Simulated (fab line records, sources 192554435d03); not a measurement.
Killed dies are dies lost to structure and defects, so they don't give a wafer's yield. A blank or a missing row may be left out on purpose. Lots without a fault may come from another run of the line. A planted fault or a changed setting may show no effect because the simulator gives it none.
One fault seen from 3 desks | flow n5_finfet | each desk has only its own numbers; what lay behind them comes last

THE TOOL OWNER'S DESK: euv_scanner-02
The tool's own readings at N5_BEOL_M3_EXPOSE_25 (exposes mask V2, defocus 5 nm): means of the sampled wafers that have a number, for each lot that ran on this tool. A lot is out of limits, marked OUT, if its mean lies more than 4 standard deviations from the usual mean; the brackets give that distance.
Columns: A = exposure_dose_mJ_cm2 at N5_BEOL_M3_EXPOSE_25, usual 63.01
lot  | first seen here | A
L378 | day 8 07:28     | 62.98
L382 | day 9 06:01     | 62.98
L381 | day 9 07:31     | 62.91
L387 | day 10 15:59    | 64.86 (+24) OUT
L389 | day 11 08:26    | 64.55 (+20) OUT
This desk's finding: out of limits on L387, L389; first on L387, day 10 15:59 (exposure_dose_mJ_cm2 at N5_BEOL_M3_EXPOSE_25). In limits: L378, L382, L381.

THE DEFECT DESK
What the inspections along the route counted, lot by lot: means of the sampled wafers that have a number. A lot is out of limits, marked OUT, if its mean lies more than 4 standard deviations from the usual mean; the brackets give that distance.
Columns: A = raw_defect_count at N5_BEOL_M2_INSPECT_59, usual 73
lot  | first seen here | A
L375 | day 7 10:37     | 54
L376 | day 7 17:28     | 57
L377 | day 7 22:38     | 73
L378 | day 8 05:10     | 72
L382 | day 9 04:12     | 45
L381 | day 9 05:43     | 91
L384 | day 9 18:49     | 59
L387 | day 10 13:43    | 80
L389 | day 11 05:59    | 85
L395 | day 12 06:20    | 96
This desk's finding: nothing out of limits on any of the 10 lots.

THE METROLOGY DESK
What the gauges read, lot by lot, whatever tool the lot ran on: means of the sampled wafers that have a number. A lot is out of limits, marked OUT, if its mean lies more than 4 standard deviations from the usual mean; the brackets give that distance. Of its 11 readings 7 are shown: those that lie furthest out on some lot.
Columns: A = DIBL_N at N5_BEOL_M4_RC_MEAS_101, usual 36.2 mV/V; B = DIBL_P at N5_BEOL_M4_RC_MEAS_101, usual 36.1 mV/V; C = IOFF_N at N5_BEOL_M4_RC_MEAS_101, usual 0.153 nA/um; D = IOFF_P at N5_BEOL_M4_RC_MEAS_101, usual 0.215 nA/um; E = ION_P at N5_BEOL_M4_RC_MEAS_101, usual 463 uA/um; F = SS_N at N5_BEOL_M4_RC_MEAS_101, usual 71.5 mV/dec; G = VT_P at N5_BEOL_M4_RC_MEAS_101, usual -249 mV
lot  | first seen here | A    | B    | C     | D     | E   | F    | G
L375 | day 7 10:44     | 38.3 | 37.7 | 0.175 | 0.240 | 461 | 72.3 | -247
L376 | day 7 17:35     | 37.7 | 36.0 | 0.171 | 0.218 | 460 | 71.9 | -250
L377 | day 7 22:44     | 36.7 | 35.9 | 0.152 | 0.179 | 453 | 71.7 | -255
L378 | day 8 05:16     | 35.5 | 35.8 | 0.138 | 0.202 | 459 | 71.2 | -252
L382 | day 9 04:18     | 35.6 | 37.5 | 0.158 | 0.202 | 458 | 71.4 | -251
L381 | day 9 05:49     | 35.4 | 36.7 | 0.138 | 0.201 | 464 | 71.5 | -252
L384 | day 9 18:56     | 37.9 | 36.9 | 0.181 | 0.228 | 461 | 71.7 | -249
L387 | day 10 13:49    | 36.0 | 34.0 | 0.141 | 0.203 | 462 | 71.3 | -249
L389 | day 11 06:06    | 34.2 | 33.1 | 0.121 | 0.156 | 451 | 70.8 | -256
L395 | day 12 06:26    | 34.9 | 34.3 | 0.138 | 0.191 | 463 | 71.2 | -252
This desk's finding: nothing out of limits on any of the 10 lots.

PUT TOGETHER
The tool owner's desk could have raised an alarm at day 10 15:59, on L387, L389.
The defect desk saw nothing out of limits.
The metrology desk saw nothing out of limits.
The defect desk has L387, L389 on record, within its limits.
The metrology desk has L387, L389 on record, within its limits.
Of the lots named, all ran N5_BEOL_M3_EXPOSE_25 on euv_scanner-02.

WHAT THE SIMULATOR HAD PUT IN
Process parameter drift: euv_scanner-02, from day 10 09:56 on, at N5_BEOL_M3_EXPOSE_25. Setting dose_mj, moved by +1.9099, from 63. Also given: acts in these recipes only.
Lots struck among those shown: L387, L389.
Hours from the fault's start to each desk's first reading out of limits: the tool owner's desk, 6.
